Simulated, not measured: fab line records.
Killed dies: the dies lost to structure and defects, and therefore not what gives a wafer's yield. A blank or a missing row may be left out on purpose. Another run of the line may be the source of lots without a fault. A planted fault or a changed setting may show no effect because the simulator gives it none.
Which tool did it? -- flow n5_finfet -- 7 lots with 21 wafers sampled at 3 steps, on a route of 1938 steps

== WHAT EACH GAUGE READ, for each wafer ==
N5_BEOL_M2_THK_MEAS_01.
lot,measured,on,M2_ILD_THK (nm)
L530,day 7 13:59,film_metro-02,78.9 80.5 79.0
L535,day 8 01:13,film_metro-01,79.3 77.1 78.0
L537,day 8 18:22,film_metro-02,80.7 79.6 81.4
L540,day 9 15:00,film_metro-02,78.3 43.7 79.7
L541,day 10 03:38,film_metro-01,78.2 78.9 77.3
L549,day 11 14:39,film_metro-01,79.5 77.9 81.1
L551,day 12 06:37,film_metro-01,79.2 78.1 78.9

== WHICH TOOL RAN EACH LOT (tool, then ch and the chambers of the sampled wafers, then the start) ==
lot,N5_BEOL_M1_ANNEAL_93,N5_BEOL_M2_ILD_DEP_00
L530,"pvd_sputter-03, day 7 12:19","pecvd-01 ch 0,1,2, day 7 13:56"
L535,"pvd_sputter-02, day 7 23:38","pecvd-03 ch 0,2, day 8 01:08"
L537,"pvd_sputter-02, day 8 16:44","pecvd-02 ch 0,1,2, day 8 18:17"
L540,"pvd_sputter-03, day 9 13:25","pecvd-02 ch 0,2, day 9 14:56"
L541,"pvd_sputter-01, day 10 02:04","pecvd-03 ch 0,1, day 10 03:32"
L549,"pvd_sputter-02, day 11 13:05","pecvd-03 ch 0,2, day 11 14:34"
L551,"pvd_sputter-01, day 12 05:04","pecvd-03 ch 0,1,2, day 12 06:33"
- N5_BEOL_M1_ANNEAL_93: time 240 s.
- N5_BEOL_M2_ILD_DEP_00: deposits SiOC from DEMS/O2, target thk 79 nm, time 15.3 s.

== THE ANSWER, worked out from the rows above alone ==
Rule: usual is defined by the lots themselves. The widest of any qualifying gaps counts: lots, ordered by their means at a reading, are off when they make up no more than a third of the lots, leave a main group of 4 or more, and stand apart from it by 3 or more times the standard deviation of that group's means. A main group is skipped when, at the precision printed for the reading in the tables above, its means are all equal. A lot without any number at a reading at which 4 lots or more have one is off too. Any other lot the step has rows for is counted as sound.
Off: L540, at N5_BEOL_M2_THK_MEAS_01 (M2_ILD_THK). Mean 79.1 nm and standard deviation 0.86 in the main group.
A tool fits if, at a process step before that reading, it ran every lot that is off, and no sound lot after the first of them. Gauges at N5_BEOL_M2_THK_MEAS_01: tried the same way as those tools. Can't be told from this: 3 tools fit, pvd_sputter-03 at N5_BEOL_M1_ANNEAL_93, pecvd-02 at N5_BEOL_M2_ILD_DEP_00, film_metro-02 at N5_BEOL_M2_THK_MEAS_01.

== WHAT THE SIMULATOR PUT IN ==
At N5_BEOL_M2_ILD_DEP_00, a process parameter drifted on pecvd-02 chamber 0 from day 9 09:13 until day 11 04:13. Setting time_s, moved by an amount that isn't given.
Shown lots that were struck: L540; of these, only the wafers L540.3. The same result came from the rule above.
